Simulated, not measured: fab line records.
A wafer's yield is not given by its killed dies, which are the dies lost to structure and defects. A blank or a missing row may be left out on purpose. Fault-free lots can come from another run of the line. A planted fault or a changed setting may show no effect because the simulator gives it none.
fab line records    flow n5_finfet    part 1 of 2: steps 1 to 26 of 35
record lots=5  wafers=15  last_day=20
route steps=1938 shown BEOL_M5@1170 BEOL_M6@1194
lots untouched by any fault: they come from a run of this same line in which no faults occurred
start_h: the number of hours between the record's first day and the start of the first shown wafer of the lot    wait_h: hours elapsed since this lot's preceding step    " the same as in the row above    L1.1+2: a single row standing in for several wafers    - no value present, or no start provided    * or withheld: withheld    < > ~ a bound
route shown NAME@n: NAME is a module with steps in the file, n the number in the route of the first one    usual: mean/standard deviation of fault-free wafers    same: alike in all rows    chamber/n: place in a boat    sites: readings site by site    _std_site: standard deviation across them    _edge_site: inner sites' mean taken away from outer sites' mean    radius_mm: for every site, how far away it sits from the centre of the wafer    mask NAME#n: copy n    behind: the tool/chamber that last shaped the wafer    hold: why the lot went on hold/how many hours it stayed there/how the hold came to an end    device: the transistor (n, p or np) that didn't switch    end of line: at the end of the route, the tests of the same wafers    where a step has no rows: the recipe by itself    killed: not the wafer's yield, but the dies lost to structure and defects at the first sort    map: shows each die of a wafer: x if killed, . if not, _ if none is there
set.NAME: the setting that was run; set.NAME@STEP: the one run at that earlier step    model.NAME: the simulator's own value behind a step, which no gauge read
lots at selected steps of the route; one table per step, one row per wafer
services: from which hour (start_h, from the record's first day; less than 0 if before it) a tool's chamber was out of use, for how many hours, and why
## steps
# step N5_BEOL_M5_DEGAS_44
# recipe ambient=vacuum  temp_c=250  time_s=60
# usual heater_power_w=335/44
lot.wafer  tool            chamber  start_h  wait_h  heater_power_w
L078.2     pvd_sputter-01  -        224.01   0.2     285
L078.4     "               -        "        "       319
L078.6     "               -        "        "       321
L081.1     pvd_sputter-01  -        259.43   0.6     318
L081.4     "               -        "        "       284
L081.6     "               -        "        "       354
L087.1     pvd_sputter-02  -        296.64   0.5     422
L087.2     "               -        "        "       372
L087.6     "               -        "        "       306
L096.3     pvd_sputter-01  -        361.39   0.5     321
L096.5     "               -        "        "       319
L096.6     "               -        "        "       355
L097.1     pvd_sputter-01  -        388.30   0.5     318
L097.2     "               -        "        "       294
L097.4     "               -        "        "       362
# step N5_BEOL_M5_PRE_CLEAN_45
# recipe gas=H2/He  time_s=30  temp_c=250
# usual heater_power_w=334/43
lot.wafer  tool            chamber  start_h  wait_h  heater_power_w
L078.2     pvd_sputter-01  -        224.05   0.0     295
L078.4     "               -        "        "       321
L078.6     "               -        "        "       318
L081.1     pvd_sputter-01  -        259.47   0.0     324
L081.4     "               -        "        "       290
L081.6     "               -        "        "       352
L087.1     pvd_sputter-02  -        296.68   0.0     435
L087.2     "               -        "        "       357
L087.6     "               -        "        "       299
L096.3     pvd_sputter-01  -        361.43   0.0     308
L096.5     "               -        "        "       322
L096.6     "               -        "        "       353
L097.1     pvd_sputter-01  -        388.34   0.0     308
L097.2     "               -        "        "       291
L097.4     "               -        "        "       355
# step N5_BEOL_M5_ALD_86
# recipe material=TaN  target_thk_a=*  temp_c=275  ald_precursor_family=PDMAT  ald_co_reactant=NH3  pressure_torr=3  carrier_flow_sccm=1500  pulse_time_s=2  purge_time_s=3  co_reactant_purge_time_s=2  co_reactant_pulse_time_s=3  ald_cycles=30  precursor_vessel_temp_c=75  precursor_vessel_pressure_torr=26.25  precursor_vessel_carrier_sccm=1000
# usual heater_power_w=416/52
lot.wafer  tool          chamber  start_h  wait_h  heater_power_w
L078.2     ald_metal-02  2        224.11   0.0     402
L078.4     "             1        "        "       386
L078.6     "             2        "        "       403
L081.1     ald_metal-03  0        259.76   0.3     412
L081.4     "             3        "        "       451
L081.6     "             2        "        "       326
L087.1     ald_metal-02  3        296.78   0.1     416
L087.2     "             2        "        "       397
L087.6     "             3        "        "       423
L096.3     ald_metal-03  2        361.55   0.1     334
L096.5     "             3        "        "       455
L096.6     "             0        "        "       420
L097.1     ald_metal-01  0        388.40   0.0     372
L097.2     "             1        "        "       337
L097.4     "             3        "        "       428
# step N5_BEOL_M5_SURFACE_TREAT_87
# recipe gas=Ar  time_s=*  ion_energy_ev=*  ion_current_ma_cm2=0.5  pressure_mtorr=*  ar_flow_sccm=30
# usual throttle_valve_pct=*
lot.wafer  tool            chamber  start_h  wait_h  throttle_valve_pct
L078.2     pvd_sputter-01  -        224.37   0.2     *
L078.4     "               -        "        "       *
L078.6     "               -        "        "       *
L081.1     pvd_sputter-03  -        261.20   1.3     *
L081.4     "               -        "        "       *
L081.6     "               -        "        "       *
L087.1     pvd_sputter-02  -        297.22   0.3     *
L087.2     "               -        "        "       *
L087.6     "               -        "        "       *
L096.3     pvd_sputter-03  -        361.86   0.2     *
L096.5     "               -        "        "       *
L096.6     "               -        "        "       *
L097.1     pvd_sputter-01  -        388.74   0.2     *
L097.2     "               -        "        "       *
L097.4     "               -        "        "       *
# step N5_BEOL_M5_CVD_47
# recipe material=Co  target_thk_a=30  temp_c=withheld  precursor=CCTBA/H2  pressure_torr=30  time_s=216
lot.wafer   tool       chamber  start_h  wait_h
L078.2+4+6  cvd_co-01  2,2,0    224.48   0.1
L081.1+4+6  cvd_co-01  0        261.26   0.0
L087.1+2+6  cvd_co-02  2,1,0    297.28   0.0
L096.3+5+6  cvd_co-02  0,2,1    362.08   0.2
L097.1+2+4  cvd_co-02  1,2,2    388.94   0.2
# step N5_BEOL_M5_SPUTTER_48
# recipe material=Cu  target_thk_a=150  temp_c=-20  chamber_pressure_pa=0.07  power_w=withheld  time_s=27.62
# usual throttle_valve_pct=29.8/0.95
lot.wafer  tool            chamber  start_h  wait_h  throttle_valve_pct
L078.2     pvd_sputter-01  -        224.63   0.1     30.3
L078.4     "               -        "        "       31.7
L078.6     "               -        "        "       28.8
L081.1     pvd_sputter-03  -        261.52   0.2     30.3
L081.4     "               -        "        "       31.2
L081.6     "               -        "        "       31.2
L087.1     pvd_sputter-02  -        297.44   0.1     29.2
L087.2     "               -        "        "       29.4
L087.6     "               -        "        "       28.4
L096.3     pvd_sputter-03  -        362.26   0.1     29.9
L096.5     "               -        "        "       31.5
L096.6     "               -        "        "       30.0
L097.1     pvd_sputter-02  -        389.14   0.1     29.9
L097.2     "               -        "        "       29.6
L097.4     "               -        "        "       29.6
# step N5_BEOL_M5_ANNEAL_49
# recipe temp_c=400  time_s=1800  ambient=vacuum
# usual heater_power_w=838/110
lot.wafer  tool            chamber  start_h  wait_h  heater_power_w
L078.2     pvd_sputter-01  -        224.71   0.0     792
L078.4     "               -        "        "       899
L078.6     "               -        "        "       713
L081.1     pvd_sputter-03  -        261.60   0.0     694
L081.4     "               -        "        "       802
L081.6     "               -        "        "       794
L087.1     pvd_sputter-02  -        297.52   0.0     767
L087.2     "               -        "        "       889
L087.6     "               -        "        "       807
L096.3     pvd_sputter-03  -        362.34   0.0     703
L096.5     "               -        "        "       798
L096.6     "               -        "        "       695
L097.1     pvd_sputter-02  -        389.22   0.0     1095
L097.2     "               -        "        "       866
L097.4     "               -        "        "       761
# step N5_BEOL_M5_SPUTTER_81
# recipe material=Cu  target_thk_a=150  temp_c=-20  chamber_pressure_pa=0.07  power_w=withheld  time_s=27.62
# usual throttle_valve_pct=29.8/0.96
lot.wafer  tool            chamber  start_h  wait_h  throttle_valve_pct
L078.2     pvd_sputter-01  -        225.72   0.5     30.1
L078.4     "               -        "        "       31.4
L078.6     "               -        "        "       28.8
L081.1     pvd_sputter-03  -        262.60   0.5     29.8
L081.4     "               -        "        "       31.2
L081.6     "               -        "        "       31.2
L087.1     pvd_sputter-02  -        298.53   0.5     29.6
L087.2     "               -        "        "       29.3
L087.6     "               -        "        "       28.7
L096.3     pvd_sputter-03  -        363.35   0.5     29.8
L096.5     "               -        "        "       31.6
L096.6     "               -        "        "       30.1
L097.1     pvd_sputter-02  -        390.23   0.5     29.8
L097.2     "               -        "        "       29.7
L097.4     "               -        "        "       29.5
# step N5_BEOL_M5_ANNEAL_82
# recipe temp_c=400  time_s=1800  ambient=vacuum
# usual heater_power_w=840/110
lot.wafer  tool            chamber  start_h  wait_h  heater_power_w
L078.2     pvd_sputter-01  -        225.80   0.0     809
L078.4     "               -        "        "       886
L078.6     "               -        "        "       735
L081.1     pvd_sputter-03  -        262.68   0.0     699
L081.4     "               -        "        "       804
L081.6     "               -        "        "       777
L087.1     pvd_sputter-02  -        298.61   0.0     755
L087.2     "               -        "        "       883
L087.6     "               -        "        "       789
L096.3     pvd_sputter-03  -        363.43   0.0     694
L096.5     "               -        "        "       816
L096.6     "               -        "        "       714
L097.1     pvd_sputter-02  -        390.31   0.0     1088
L097.2     "               -        "        "       863
L097.4     "               -        "        "       757
# step N5_BEOL_M5_SPUTTER_83
# recipe material=Cu  target_thk_a=150  temp_c=-20  chamber_pressure_pa=0.07  power_w=withheld  time_s=27.62
# usual throttle_valve_pct=29.8/0.96
lot.wafer  tool            chamber  start_h  wait_h  throttle_valve_pct
L078.2     pvd_sputter-01  -        226.80   0.5     30.1
L078.4     "               -        "        "       31.4
L078.6     "               -        "        "       28.7
L081.1     pvd_sputter-03  -        263.69   0.5     30.0
L081.4     "               -        "        "       31.3
L081.6     "               -        "        "       31.4
L087.1     pvd_sputter-02  -        299.61   0.5     29.4
L087.2     "               -        "        "       29.4
L087.6     "               -        "        "       28.5
L096.3     pvd_sputter-03  -        364.43   0.5     29.9
L096.5     "               -        "        "       31.3
L096.6     "               -        "        "       30.1
L097.1     pvd_sputter-02  -        391.32   0.5     30.1
L097.2     "               -        "        "       29.3
L097.4     "               -        "        "       29.6
# step N5_BEOL_M5_ANNEAL_84
# recipe temp_c=400  time_s=1800  ambient=vacuum
# usual heater_power_w=839/110
lot.wafer  tool            chamber  start_h  wait_h  heater_power_w
L078.2     pvd_sputter-01  -        226.88   0.0     820
L078.4     "               -        "        "       882
L078.6     "               -        "        "       730
L081.1     pvd_sputter-03  -        263.77   0.0     688
L081.4     "               -        "        "       790
L081.6     "               -        "        "       779
L087.1     pvd_sputter-02  -        299.69   0.0     744
L087.2     "               -        "        "       876
L087.6     "               -        "        "       818
L096.3     pvd_sputter-03  -        364.51   0.0     680
L096.5     "               -        "        "       800
L096.6     "               -        "        "       700
L097.1     pvd_sputter-02  -        391.40   0.0     1072
L097.2     "               -        "        "       914
L097.4     "               -        "        "       774
# step N5_BEOL_M5_SPUTTER_88
# recipe material=Cu  target_thk_a=150  temp_c=-20  chamber_pressure_pa=0.07  power_w=withheld  time_s=27.62
# usual throttle_valve_pct=29.8/0.94
lot.wafer  tool            chamber  start_h  wait_h  throttle_valve_pct
L078.2     pvd_sputter-01  -        227.89   0.5     30.0
L078.4     "               -        "        "       31.4
L078.6     "               -        "        "       28.8
L081.1     pvd_sputter-03  -        264.78   0.5     29.7
L081.4     "               -        "        "       31.4
L081.6     "               -        "        "       31.3
L087.1     pvd_sputter-02  -        300.70   0.5     29.5
L087.2     "               -        "        "       29.6
L087.6     "               -        "        "       28.5
L096.3     pvd_sputter-03  -        365.52   0.5     30.0
L096.5     "               -        "        "       31.3
L096.6     "               -        "        "       30.1
L097.1     pvd_sputter-02  -        392.40   0.5     30.1
L097.2     "               -        "        "       29.4
L097.4     "               -        "        "       29.3
# step N5_BEOL_M5_ANNEAL_89
# recipe temp_c=400  time_s=1800  ambient=vacuum
# usual heater_power_w=838/110
lot.wafer  tool            chamber  start_h  wait_h  heater_power_w
L078.2     pvd_sputter-01  -        227.97   0.0     790
L078.4     "               -        "        "       869
L078.6     "               -        "        "       720
L081.1     pvd_sputter-03  -        264.86   0.0     716
L081.4     "               -        "        "       783
L081.6     "               -        "        "       804
L087.1     pvd_sputter-02  -        300.78   0.0     762
L087.2     "               -        "        "       904
L087.6     "               -        "        "       800
L096.3     pvd_sputter-03  -        365.60   0.0     708
L096.5     "               -        "        "       791
L096.6     "               -        "        "       701
L097.1     pvd_sputter-02  -        392.48   0.0     1066
L097.2     "               -        "        "       883
L097.4     "               -        "        "       738
# step N5_BEOL_M5_SPUTTER_90
# recipe material=Cu  target_thk_a=45  temp_c=-20  chamber_pressure_pa=0.07  power_w=withheld  time_s=8.29
# usual throttle_valve_pct=29.8/0.95
lot.wafer  tool            chamber  start_h  wait_h  throttle_valve_pct
L078.2     pvd_sputter-01  -        228.98   0.5     30.2
L078.4     "               -        "        "       31.7
L078.6     "               -        "        "       28.7
L081.1     pvd_sputter-03  -        265.86   0.5     30.0
L081.4     "               -        "        "       31.5
L081.6     "               -        "        "       31.3
L087.1     pvd_sputter-02  -        301.79   0.5     29.2
L087.2     "               -        "        "       29.6
L087.6     "               -        "        "       28.5
L096.3     pvd_sputter-03  -        366.61   0.5     29.8
L096.5     "               -        "        "       31.5
L096.6     "               -        "        "       30.2
L097.1     pvd_sputter-02  -        393.49   0.5     29.8
L097.2     "               -        "        "       29.4
L097.4     "               -        "        "       29.4
# step N5_BEOL_M5_ECD_50
# recipe material=Cu  target_thk_a=3000
lot.wafer   tool       chamber  start_h  wait_h
L078.2+4+6  ecd_cu-02  0        229.10   0.1
L081.1+4+6  ecd_cu-02  0,0,1    265.98   0.1
L087.1+2+6  ecd_cu-02  0,1,1    301.90   0.1
L096.3+5+6  ecd_cu-02  0,1,0    366.75   0.1
L097.1+2+4  ecd_cu-01  0,1,1    393.61   0.1
# step N5_BEOL_M5_ANNEAL_51
# recipe temp_c=225  time_s=90  ambient=N2
# usual wafer_temp_C_max=225.86/0.22
lot.wafer  tool           chamber  start_h  wait_h  wafer_temp_C_max
L078.2     rtp_anneal-02  0        229.24   0.1     225.78
L078.4     "              0        "        "       225.72
L078.6     "              0        "        "       225.78
L081.1     rtp_anneal-01  0        266.07   0.1     225.82
L081.4     "              0        "        "       225.88
L081.6     "              0        "        "       225.69
L087.1     rtp_anneal-02  0        302.25   0.3     225.82
L087.2     "              0        "        "       225.68
L087.6     "              0        "        "       225.61
L096.3     rtp_anneal-02  0        366.90   0.1     225.50
L096.5     "              0        "        "       225.93
L096.6     "              0        "        "       225.55
L097.1     rtp_anneal-01  0        393.69   0.1     225.70
L097.2     "              0        "        "       226.23
L097.4     "              0        "        "       225.70
# step N5_BEOL_M5_CMP_52
# recipe stop_on=SiCOH_lowk  t_overpolish_s=6.9  down_force_psi=1  platen_rpm=50  clearing_platen_down_force_psi=1.5  clearing_platen_rpm=50  post_cmp_clean=cu_alkaline  target_thk_nm=62  clearing_platen_pad_velocity_m_s=0.99484  pad_velocity_m_s=0.99484
# usual barrier_field_endpoint_s=24.7/0.62  motor_current_A=6.1/0.8  overpolish_run_s=6.899/0.0095  time_to_endpoint_s=61/3
# same t_overpolish_s=6.9
lot.wafer  tool    chamber  start_h  wait_h  barrier_field_endpoint_s  motor_current_A  overpolish_run_s  time_to_endpoint_s
L078.2     cmp-01  1        229.49   0.2     24.1                      4.9              6.898             59
L078.4     "       0        "        "       25.0                      6.9              6.896             59
L078.6     "       1        "        "       24.7                      5.1              6.898             62
L081.1     cmp-01  0        266.36   0.3     24.2                      6.9              6.902             61
L081.4     "       3        "        "       24.9                      5.7              6.884             59
L081.6     "       1        "        "       23.7                      5.2              6.910             57
L087.1     cmp-01  3        302.55   0.3     23.3                      5.4              6.902             60
L087.2     "       1        "        "       23.5                      5.3              6.909             61
L087.6     "       3        "        "       24.0                      5.7              6.894             63
L096.3     cmp-03  1        367.20   0.3     25.2                      5.4              6.886             63
L096.6     "       3        "        "       25.2                      6.2              6.889             60
L096.5     "       0        "        "       25.6                      5.8              6.894             61
L097.4     cmp-03  0        394.03   0.2     24.3                      5.7              6.894             61
L097.1     "       1        "        "       24.9                      5.7              6.904             63
L097.2     "       2        "        "       24.2                      5.8              6.908             64
# step N5_BEOL_M5_THK_MEAS_53
# recipe thk_meas_gauge=xrf  reads=Cu_of_BEOL_M5_ECD_50
# usual M5_THK=61.3/1.9
lot.wafer  tool           chamber  start_h  wait_h  M5_THK[nm]
L078.2     film_metro-01  -        229.79   -       57.4
L078.4     "              -        "        "       59.0
L078.6     "              -        "        "       59.9
L081.1     film_metro-02  -        266.66   -       58.5
L081.4     "              -        "        "       61.0
L081.6     "              -        "        "       61.5
L087.1     film_metro-02  -        302.84   -       57.6
L087.2     "              -        "        "       58.7
L087.6     "              -        "        "       58.3
L096.3     film_metro-02  -        367.42   -       64.1
L096.5     "              -        "        "       63.1
L096.6     "              -        "        "       61.5
L097.1     film_metro-02  -        394.28   -       66.0
L097.2     "              -        "        "       67.9
L097.4     "              -        "        "       68.2
# step N5_BEOL_M5_PRE_CLEAN_77
# recipe gas=NH3/H2  time_s=15  temp_c=*  rf_power_w=300
# usual heater_power_w=103/10
lot.wafer  tool       chamber  start_h  wait_h  heater_power_w
L078.2     cvd_co-02  0        229.82   0.0     120
L078.4     "          2        "        "       91
L078.6     "          0        "        "       121
L081.1     cvd_co-02  2        266.70   0.0     95
L081.4     "          2        "        "       95
L081.6     "          1        "        "       95
L087.1     cvd_co-02  1        302.88   0.0     96
L087.2     "          0        "        "       119
L087.6     "          1        "        "       95
L096.3     cvd_co-01  2        367.47   0.1     108
L096.5     "          2        "        "       108
L096.6     "          1        "        "       86
L097.1     cvd_co-02  2        394.33   0.0     95
L097.2     "          1        "        "       97
L097.4     "          1        "        "       96
# step N5_BEOL_M5_CO_CAP_78
# recipe material=Co  target_thk_a=20  temp_c=200  precursor=CCTBA/H2  pressure_torr=30  time_s=102.1
# usual heater_power_w=259/13
lot.wafer  tool       chamber  start_h  wait_h  heater_power_w
L078.2     cvd_co-02  0        229.86   0.0     284
L078.4     "          2        "        "       245
L078.6     "          0        "        "       278
L081.1     cvd_co-02  2        266.74   0.0     247
L081.4     "          2        "        "       253
L081.6     "          1        "        "       252
L087.1     cvd_co-02  1        302.92   0.0     248
L087.2     "          0        "        "       288
L087.6     "          1        "        "       244
L096.3     cvd_co-01  2        367.51   0.0     261
L096.5     "          2        "        "       262
L096.6     "          1        "        "       241
L097.1     cvd_co-02  2        394.37   0.0     247
L097.2     "          1        "        "       249
L097.4     "          1        "        "       252
# step N5_BEOL_M5_PRE_CLEAN_55
# recipe gas=NH3  time_s=15  temp_c=withheld  rf_power_w=300
lot.wafer   tool      chamber  start_h  wait_h
L078.2+4+6  pecvd-03  1,2,0    229.95   0.1
L081.1+4+6  pecvd-02  1,0,1    266.83   0.1
L087.1+2+6  pecvd-03  1,2,1    303.01   0.1
L096.3+5+6  pecvd-02  2        367.63   0.1
L097.1+2+4  pecvd-02  2,1,1    394.46   0.1
# step N5_BEOL_M5_DEP_56
# recipe material=SiCN  target_thk_a=80  temp_c=withheld  precursor=3MS/NH3  pressure_torr=3  rf_w=202  time_s=14
# usual showerhead_plenum_p_Torr=3.661/0.018  throttle_valve_pct=9.0/0.46
lot.wafer  tool      chamber  start_h  wait_h  showerhead_plenum_p_Torr  throttle_valve_pct
L078.2     pecvd-03  1        229.98   0.0     3.647                     8.8
L078.4     "         2        "        "       3.677                     8.0
L078.6     "         0        "        "       3.664                     9.7
L081.1     pecvd-02  1        266.85   0.0     3.678                     9.0
L081.4     "         0        "        "       3.669                     9.5
L081.6     "         1        "        "       3.683                     9.1
L087.1     pecvd-03  1        303.04   0.0     3.650                     8.7
L087.2     "         2        "        "       3.671                     8.0
L087.6     "         1        "        "       3.652                     8.3
L096.3     pecvd-02  2        367.71   0.1     3.626                     9.4
L096.5     "         2        "        "       3.635                     9.6
L096.6     "         2        "        "       3.637                     9.2
L097.1     pecvd-02  2        394.50   0.0     3.634                     9.3
L097.2     "         1        "        "       3.677                     8.9
L097.4     "         1        "        "       3.687                     8.8
# step N5_BEOL_M5_RS_MEAS_57
# recipe thk_meas_gauge=four-point-probe  reads=Co_of_BEOL_M5_CO_CAP_78+Cu_of_BEOL_M5_ECD_50+Co_of_BEOL_M5_CVD_47+TaN_of_BEOL_M5_ALD_86
# usual M5_RS=0.388/0.014
lot.wafer  tool           chamber  start_h  wait_h  M5_RS[ohm/sq]
L078.2     film_metro-01  -        230.05   0.1     0.419
L078.4     "              -        "        "       0.405
L078.6     "              -        "        "       0.397
L081.1     film_metro-01  -        266.92   0.0     0.412
L081.4     "              -        "        "       0.393
L081.6     "              -        "        "       0.388
L087.1     film_metro-01  -        303.10   0.0     0.414
L087.2     "              -        "        "       0.405
L087.6     "              -        "        "       0.408
L096.3     film_metro-02  -        367.82   0.1     0.369
L096.5     "              -        "        "       0.375
L096.6     "              -        "        "       0.388
L097.1     film_metro-01  -        394.58   0.1     0.359
L097.2     "              -        "        "       0.347
L097.4     "              -        "        "       0.347
# step N5_BEOL_M5_INSPECT_58
# recipe inspect_instrument=darkfield  mode=post_dep
# usual raw_defect_count=66/21
lot.wafer  tool               chamber  start_h  wait_h  raw_defect_count
L078.2     defect_inspect-02  -        230.07   0.0     51
L078.4     "                  -        "        "       91
L078.6     "                  -        "        "       104
L081.1     defect_inspect-01  -        266.95   0.0     102
L081.4     "                  -        "        "       67
L081.6     "                  -        "        "       83
L087.1     defect_inspect-01  -        303.13   0.0     42
L087.2     "                  -        "        "       45
L087.6     "                  -        "        "       53
L096.3     defect_inspect-01  -        367.84   0.0     100
L096.5     "                  -        "        "       82
L096.6     "                  -        "        "       56
L097.1     defect_inspect-01  -        394.61   0.0     97
L097.2     "                  -        "        "       79
L097.4     "                  -        "        "       74
# step N5_BEOL_M6_ILD_DEP_00
# recipe material=SiCOH_lowk  target_thk_a=1797.5  temp_c=300  precursor=DEMS/porogen  pressure_torr=5  rf_w=500  time_s=33.4
# usual heater_power_w=298/49  showerhead_plenum_p_Torr=5.734/0.017  throttle_valve_pct=13.6/0.66
lot.wafer  tool      chamber  start_h  wait_h  heater_power_w  showerhead_plenum_p_Torr  throttle_valve_pct
L078.2     pecvd-04  1        230.11   0.0     317             5.750                     13.0
L078.4     "         2        "        "       295             5.737                     12.8
L078.6     "         1        "        "       310             5.744                     13.4
L081.1     pecvd-02  0        266.98   0.0     374             5.756                     14.2
L081.4     "         0        "        "       384             5.752                     14.4
L081.6     "         1        "        "       347             5.759                     13.9
L087.1     pecvd-04  1        303.17   0.0     318             5.748                     13.2
L087.2     "         0        "        "       226             5.734                     14.6
L087.6     "         1        "        "       322             5.746                     13.3
L096.3     pecvd-04  1        367.88   0.0     331             5.755                     13.2
L096.5     "         1        "        "       327             5.760                     13.0
L096.6     "         2        "        "       310             5.719                     13.3
L097.1     pecvd-04  2        394.65   0.0     301             5.725                     13.0
L097.2     "         0        "        "       218             5.733                     13.0
L097.4     "         1        "        "       289             5.762                     13.4
# step N5_BEOL_M6_CURE_74
# recipe temp_c=385  time_s=240  ambient=He/Ar  material=SiCOH_lowk
# usual lamp_power_pct=52.31/0.046  wafer_temp_C_max=386.7/0.51
lot.wafer  tool        chamber  start_h  wait_h  lamp_power_pct  wafer_temp_C_max
L078.2     uv_cure-01  1        230.25   0.1     52.28           386.3
L078.4     "           1        "        "       52.27           386.7
L078.6     "           1        "        "       52.35           386.4
L081.1     uv_cure-02  0        267.05   0.0     52.33           386.6
L081.4     "           0        "        "       52.25           386.6
L081.6     "           0        "        "       52.33           386.2
L087.1     uv_cure-03  1        303.23   0.0     52.28           386.9
L087.2     "           1        "        "       52.29           387.0
L087.6     "           1        "        "       52.36           387.7
L096.3     uv_cure-02  2        368.10   0.2     52.37           386.1
L096.5     "           2        "        "       52.36           386.1
L096.6     "           2        "        "       52.37           386.7
L097.1     uv_cure-01  0        394.71   0.0     52.35           386.6
L097.2     "           0        "        "       52.22           385.8
L097.4     "           0        "        "       52.33           386.0
